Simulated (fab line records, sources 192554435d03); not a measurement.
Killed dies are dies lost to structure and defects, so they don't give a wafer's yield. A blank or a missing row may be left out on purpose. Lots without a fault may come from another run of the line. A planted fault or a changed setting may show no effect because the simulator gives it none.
Which tool did it? | flow n5_finfet | 24 lots, 72 wafers sampled, at 3 steps of a route of 1938

WHAT THE GAUGES READ, wafer by wafer
N5_BEOL_M12_CD_MEAS_17: target cd 140 nm.
lot  | measured     | on        | cd_nm (nm)
L074 | day 10 12:26 | cd_sem-02 | 143.2 142.4 141.9
L075 | day 10 13:04 | cd_sem-03 | 142.5 143.1 141.0
L076 | day 10 16:49 | cd_sem-01 | 139.6 140.4 139.8
L077 | day 11 10:41 | cd_sem-03 | 139.0 140.4 139.8
L078 | day 11 19:44 | cd_sem-03 | 140.0 141.4 141.3
L079 | day 12 03:33 | cd_sem-03 | 139.3 140.7 139.3
L080 | day 12 05:42 | cd_sem-03 | 140.9 141.9 141.3
L081 | day 12 17:47 | cd_sem-01 | 141.5 139.5 140.5
L082 | day 12 22:16 | cd_sem-03 | 141.8 142.9 140.6
L083 | day 13 01:44 | cd_sem-03 | 140.5 141.5 141.2
L086 | day 13 02:01 | cd_sem-03 | 140.6 138.8 141.1
L084 | day 13 09:29 | cd_sem-03 | 139.4 140.2 141.3
L085 | day 13 10:22 | cd_sem-01 | 143.8 140.5 139.7
L087 | day 13 16:50 | cd_sem-03 | 140.7 140.9 139.7
L088 | day 14 07:24 | cd_sem-03 | 143.0 142.3 140.4
L089 | day 14 07:52 | cd_sem-01 | 140.6 141.9 140.8
L091 | day 14 13:28 | cd_sem-02 | 143.1 142.2 142.8
L092 | day 14 19:51 | cd_sem-02 | 139.4 139.2 140.3
L090 | day 14 20:26 | cd_sem-02 | 139.1 140.3 139.1
L094 | day 15 18:55 | cd_sem-02 | 139.7 143.4 143.3
L096 | day 16 01:51 | cd_sem-02 | 140.4 141.4 138.4
L097 | day 16 02:22 | cd_sem-03 | 140.6 142.4 143.1
L095 | day 16 02:49 | cd_sem-03 | 142.2 142.9 142.6
L093 | day 16 02:53 | cd_sem-03 | 141.5 141.3 142.2

N5_BEOL_M12_OVL_MEAS_29.
lot  | measured     | on         | M12_OVL (nm)
L074 | day 10 12:57 | overlay-01 | -1 -7 -3
L075 | day 10 13:25 | overlay-02 | 7 10 7
L076 | day 10 17:11 | overlay-02 | -8 -4 -1
L077 | day 11 11:02 | overlay-01 | -7 8 1
L078 | day 11 20:13 | overlay-02 | 11 2 2
L079 | day 12 04:02 | overlay-02 | 4 3 4
L080 | day 12 06:11 | overlay-01 | 11 11 4
L081 | day 12 18:09 | overlay-01 | 9 3 2
L082 | day 12 22:37 | overlay-02 | 1 6 7
L083 | day 13 02:06 | overlay-02 | 3 7 1
L086 | day 13 02:30 | overlay-02 | -4 -5 0
L084 | day 13 09:50 | overlay-02 | -3 8 -5
L085 | day 13 10:50 | overlay-01 | 2 7 3
L087 | day 13 17:19 | overlay-02 | -2 1 -5
L088 | day 14 07:47 | overlay-01 | -7 5 0
L089 | day 14 08:20 | overlay-02 | 12 2 16
L091 | day 14 13:50 | overlay-01 | -4 0 7
L092 | day 14 20:20 | overlay-02 | -3 1 -4
L090 | day 14 20:49 | overlay-01 | 8 8 1
L094 | day 15 19:24 | overlay-01 | 9 3 7
L096 | day 16 02:20 | overlay-02 | 5 1 -2
L097 | day 16 02:51 | overlay-02 | 1 -1 -7
L095 | day 16 03:11 | overlay-02 | 7 1 7
L093 | day 16 03:22 | overlay-01 | 6 2 -1

N5_BEOL_M13_CD_MEAS_17: target cd 190 nm.
lot  | measured     | on        | cd_nm (nm)
L074 | day 10 18:43 | cd_sem-02 | 189.9 191.5 191.3
L075 | day 10 20:17 | cd_sem-01 | 190.7 189.8 190.4
L076 | day 10 23:09 | cd_sem-01 | 190.9 189.5 187.9
L077 | day 11 17:23 | cd_sem-01 | 191.1 191.1 190.9
L078 | day 12 00:03 | cd_sem-03 | 192.2 192.3 192.2
L079 | day 12 07:46 | cd_sem-01 | 190.7 189.6 190.9
L080 | day 12 13:46 | cd_sem-03 | 189.8 189.8 189.9
L081 | day 12 22:13 | cd_sem-02 | 189.4 190.0 190.2
L082 | day 13 03:52 | cd_sem-02 | 190.3 188.1 191.1
L083 | day 13 08:28 | cd_sem-03 | 187.4 186.1 187.5
L086 | day 13 09:11 | cd_sem-01 | 189.2 189.5 189.1
L084 | day 13 13:53 | cd_sem-03 | 187.8 187.6 189.8
L085 | day 13 15:01 | cd_sem-01 | 188.8 188.5 189.5
L087 | day 14 03:47 | cd_sem-01 | 189.8 189.1 188.6
L088 | day 14 12:53 | cd_sem-03 | 190.5 191.2 190.1
L089 | day 14 13:02 | cd_sem-02 | 190.6 190.6 189.9
L091 | day 14 23:23 | cd_sem-01 | 189.2 191.3 189.3
L092 | day 15 02:10 | cd_sem-01 | 189.3 192.2 191.4
L090 | day 15 02:27 | cd_sem-02 | 190.0 189.7 189.5
L094 | day 16 01:09 | cd_sem-02 | 189.1 189.2 190.6
L096 | day 16 07:07 | cd_sem-03 | 192.1 189.8 192.3
L097 | day 16 07:59 | cd_sem-02 | 189.8 191.2 190.9
L095 | day 16 08:36 | cd_sem-02 | 190.8 191.5 190.6
L093 | day 16 09:26 | cd_sem-02 | 190.5 188.8 189.8

WHICH TOOL RAN EACH LOT (tool, then ch and the chambers of the sampled wafers, then the start)
The record holds no process step before these readings.

WHAT THE TOOLS THEMSELVES READ (means of the sampled wafers that have a number; where no wafer has one, the mark that the record gives instead)
The record holds no such reading with a usual standard deviation.

THE ANSWER, worked out from the rows above alone
Rule: what is usual is taken from the lots themselves. Put in order of their means at a reading, lots are off if they are a third of the lots or fewer, leave a main group of 4 or more, and stand apart from it by a gap of 3 or more times the standard deviation of the main group's means; of several such gaps the widest counts. A main group whose means are all the same, to the digits that the tables above print for the reading, isn't used. A lot without any number at a reading at which 4 lots or more have one is off too. The other lots that the step has rows for count as sound. The gauges are gone through in route order, then the tools' own readings, and for those a lot's mean is taken as printed above. The first step at which some lot is off is used, and at that step the reading that is off furthest; a lot without a number counts as furthest.
No lot is off at any reading shown: from this, nothing can be told.

WHAT THE SIMULATOR HAD PUT IN
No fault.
